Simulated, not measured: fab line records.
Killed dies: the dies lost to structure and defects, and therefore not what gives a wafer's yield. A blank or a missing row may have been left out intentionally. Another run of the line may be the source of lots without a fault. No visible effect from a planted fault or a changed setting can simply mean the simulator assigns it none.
Which tool is to blame? | flow nand-harc | 12 lots, 36 wafers sampled, at 3 steps of a route of 1302

WHAT THE GAUGES SHOWED, per wafer
NHARC_A_BLC_CD_MEAS_10: target cd 100 nm.
lot  | measured     | on        | cd-nm (nm)
L075 | day 22 21:17 | cd-sem-03 | 99.6 100.5 99.7
L079 | day 24 03:08 | cd-sem-03 | 100.3 100.5 100.3
L078 | day 24 06:56 | cd-sem-02 | 99.5 100.1 99.4
L081 | day 25 08:19 | cd-sem-03 | 100.1 100.1 100.6
L083 | day 26 01:42 | cd-sem-03 | 99.8 99.2 98.6
L085 | day 26 21:10 | cd-sem-01 | 99.7 99.5 100.1
L087 | day 27 23:44 | cd-sem-03 | 100.0 100.2 100.1
L088 | day 28 13:04 | cd-sem-02 | 100.0 100.4 99.2
L091 | day 30 01:00 | cd-sem-03 | 100.0 100.2 99.9
L092 | day 30 04:44 | cd-sem-03 | 100.0 100.2 100.6
L095 | day 31 12:52 | cd-sem-02 | 99.7 99.7 100.2
L096 | day 33 03:17 | cd-sem-02 | 99.6 99.3 99.6

TOOL THAT RAN EACH LOT (tool first, then ch and the chambers of the sampled wafers, then the start)
lot  | NHARC_A_CONTACT_ETCH_133             | NHARC_A_CONTACT_ETCH_30
L075 | har-cap-etch-02 ch 0,1, day 22 10:44 | rie-diel-08 ch 0,1,3, day 22 21:17 or earlier
L079 | har-cap-etch-02 ch 0,1, day 23 12:08 | rie-diel-01 ch 1,2,3, day 24 03:08 or earlier
L078 | har-cap-etch-03 ch 0,1, day 23 19:07 | rie-diel-01 ch 0,1,2, day 24 06:56 or earlier
L081 | har-cap-etch-01 ch 0,1, day 24 21:10 | rie-diel-09 ch 0,1,2, day 25 08:19 or earlier
L083 | har-cap-etch-01 ch 0,1, day 25 14:03 | rie-diel-08 ch 0,1,2, day 26 01:42 or earlier
L085 | har-cap-etch-02 ch 0,1, day 26 05:30 | rie-diel-08 ch 0,2,3, day 26 21:10 or earlier
L087 | har-cap-etch-01 ch 0,1, day 27 13:12 | rie-diel-09 ch 0,1,2, day 27 23:44 or earlier
L088 | har-cap-etch-02 ch 0,1, day 28 02:11 | rie-diel-01 ch 0,2,3, day 28 13:04 or earlier
L091 | har-cap-etch-02 ch 0,1, day 29 13:07 | rie-diel-01 ch 1,2,3, day 30 01:00 or earlier
L092 | har-cap-etch-03 ch 1, day 29 17:29   | rie-diel-08 ch 1,3, day 30 04:44 or earlier
L095 | har-cap-etch-02 ch 0,1, day 31 00:14 | rie-diel-01 ch 0,2,3, day 31 12:52 or earlier
L096 | har-cap-etch-01 ch 0,1, day 32 16:11 | rie-diel-09 ch 0,2,3, day 33 03:17 or earlier
- NHARC_A_CONTACT_ETCH_133: etches the open film in C4F8/O2/Ar, time 374 s, target depth 1610 nm.
- NHARC_A_CONTACT_ETCH_30: etches the open film in CF4/CHF3, target depth 72.6 nm, time 36.3 s.

THE ANSWER, worked out from the rows above alone
Rule: usual is defined by the lots themselves. The widest of any qualifying gaps counts: lots, ordered by their means at a reading, are off when they make up no more than a third of the lots, leave a main group of 4 or more, and stand apart from it by 3 or more times the standard deviation of that group's means. The tables above print the reading to a certain number of digits; a main group whose means all agree to those digits is not used. A lot without any number at a reading at which 4 lots or more have one is off too. The other lots that the step has rows for count as sound.
No lot is off on any of the readings shown, so nothing can be concluded from this.

WHAT WAS PUT IN BY THE SIMULATOR
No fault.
